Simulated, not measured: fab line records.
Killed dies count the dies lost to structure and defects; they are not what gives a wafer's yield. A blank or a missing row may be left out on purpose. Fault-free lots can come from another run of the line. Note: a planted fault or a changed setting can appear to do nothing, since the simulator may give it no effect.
Matching of chambers    flow n5-finfet    4 sister chambers for N5_BEOL_M10_ETCH_62 on rie-diel-06
The step etches SOC in N2/H2, target depth 110 nm, overetch 22 nm, time 165 s. 4 wafers are shown with their chamber, then 7 later ones without.

== WAFERS WITH THEIR CHAMBER ==
wafer   chamber  drypump-motor-current-A (A)
L085.5  0        5.4
L088.3  3        5.1
L087.1  1        6.2
L087.2  2        5.2

== WAFERS WITHOUT THEIR CHAMBER ==
wafer   drypump-motor-current-A (A)
L087.3  5.1
L092.1  5.3
L092.4  5.2
L092.5  5.1
L094.2  5.3
L094.3  5.3
L094.6  5.3

== EACH ONE'S CHAMBER ==
wafer   from the rows above           in truth
L087.3  can't be placed: 3 or 2       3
L092.1  can't be placed: 2 or 0 or 3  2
L092.4  can't be placed: 2 or 3       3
L092.5  can't be placed: 3 or 2       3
L094.2  can't be placed: 2 or 0 or 3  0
L094.3  can't be placed: 2 or 0 or 3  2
L094.6  can't be placed: 2 or 0 or 3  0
Correctly placed: 0 of 7. From these rows, 7 cannot be placed; in 7 the true chamber is one of the candidates. Wrongly placed: 0.
How it was worked out, from the rows above alone: a wafer's distance from a chamber is the root of the sum, over the readings, of the square of ((its reading less the chamber's mean) divided by the reading's scatter). If the next closest chamber is less than 2 further off than the closest, the wafer can't be placed; otherwise it belongs to the closest. The mean given for a chamber averages the wafers shown for that chamber. The scatter: root of mean squared gap, hidden wafer to nearest shown wafer, with one shown wafer a chamber.
